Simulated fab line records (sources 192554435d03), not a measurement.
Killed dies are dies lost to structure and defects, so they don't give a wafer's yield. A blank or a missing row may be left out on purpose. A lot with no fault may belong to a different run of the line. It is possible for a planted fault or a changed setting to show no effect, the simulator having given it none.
Split-lot trial    flow n5Finfet    7 lots, 21 wafers read, on a route of 1938 steps

## ON THE SPLIT
At N5_BEOL_M8_ETCH_66 (etches SOC in N2/H2, target depth 80 nm, overetch 16 nm, time 120 s), the setting biasW was moved away from the recipe's 150 W on 7 of the 21 wafers read, by +5.9% to +13.5%. The other wafers ran this setting at the recipe's value.

The reading is taken at the split's own step.

## THE READING
rfVppV, in V, at N5_BEOL_M8_ETCH_66 (etches SOC in N2/H2, target depth 80 nm, overetch 16 nm, time 120 s). Fault-free wafers of this fab line usually give 522.8 V, standard deviation 2.3 V.

wafer   tool, chamber at the split  biasW as run, W  against the recipe  rfVppV, V  against lot-mates on the recipe
L075.1  rieDiel-02, 2               158.8            +5.9%               541.7      +17.9
L075.3  rieDiel-02, 0               150              recipe              523.8      -
L075.4  rieDiel-02, 1               158.8            +5.9%               541.3      +17.5
L079.1  rieDiel-04, 0               160              +6.7%               542.4      +18.7
L079.2  rieDiel-04, 2               160              +6.7%               546.1      +22.4
L079.5  rieDiel-04, 1               150              recipe              523.7      -
L082.1  rieDiel-03, 3               163.6            +9.1%               550.2      +28.0
L082.3  rieDiel-03, 1               150              recipe              522.2      -
L082.5  rieDiel-03, 0               163.6            +9.1%               550.2      +28.0
L083.1  rieDiel-02, 3               150              recipe              528.7      -
L083.2  rieDiel-02, 0               150              recipe              525.2      -
L083.4  rieDiel-02, 2               150              recipe              522.3      -
L087.1  rieDiel-04, 1               150              recipe              520.9      -
L087.4  rieDiel-04, 2               170.2            +13.5%              568.6      +46.1
L087.6  rieDiel-04, 3               150              recipe              524.1      -
L096.1  rieDiel-04, 0               150              recipe              521.0      -
L096.5  rieDiel-04, 0               150              recipe              521.0      -
L096.6  rieDiel-04, 1               150              recipe              520.6      -
L097.1  rieDiel-04, 2               150              recipe              524.5      -
L097.5  rieDiel-04, 3               150              recipe              526.1      -
L097.6  rieDiel-04, 2               150              recipe              524.1      -

THE FIT
A straight line over all 21 wafers: rfVppV changes by +3.16 V for each +1% of biasW; r = +0.99; the points scatter about the line by 2.2 V.
The same after taking each lot's own level away (the mean of its wafers on the recipe; 21 wafers): +3.22 V for each +1%; r = +0.99; scatter 1.6 V.
That fit puts the effect of the largest move of biasW on the reading at 43 V.
Measured against the standard deviation above, the lots' own levels, which go from 520.87 to 525.40 V, span 2.0 times it.
Hence the lot-to-lot level has little effect on the slope; both slopes agree.
Check: for one of the wafers moved furthest among these (+13.5%), held out of the fit, the line's prediction against its lot-mates is +41.4 V. It came out at +46.1 V against them.
Tool readings at the split's step, against how far the setting was moved: rfVppV r = +0.99.

## OTHER SPLITS ON THESE WAFERS
Other splits were also applied to these wafers ahead of the reading. Each is held against what the fit with the lots' levels taken away leaves over:
other split on the same wafers     wafers away from the commonest value  r with rfVppV (lot level and that fit taken away)
N5_BEOL_M6_ALD_77 aldCycles        5                                     -0.08
N5_BEOL_M7_TRENCH_ETCH_37 sourceW  11                                    +0.41
N5_BEOL_M7_ETCH_41 sourceW         6                                     -0.04
N5_BEOL_M8_DESCUM_33 timeS         4                                     +0.13

## THE WHOLE CHAIN: every reading that the file lists as answering this split, in the file's order
step                what it does                                                         reading                                                                          change (the file's fit)                 r (the file's)
N5_BEOL_M8_ETCH_66  etches SOC in N2/H2, target depth 80 nm, overetch 16 nm, time 120 s  rfVppV                                                                           +3.26 V for each +1% of the setting     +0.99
N5_BEOL_M8_ETCH_66  etches SOC in N2/H2, target depth 80 nm, overetch 16 nm, time 120 s  SiARC_of_BEOL_M8_COAT_64.thkNm (the simulator's own value, which no gauge read)  -0.0734 nm for each +1% of the setting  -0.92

## THE FILE'S OWN FIT
rfVppV changes by +3.26 V for each +1% of biasW, r = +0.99.
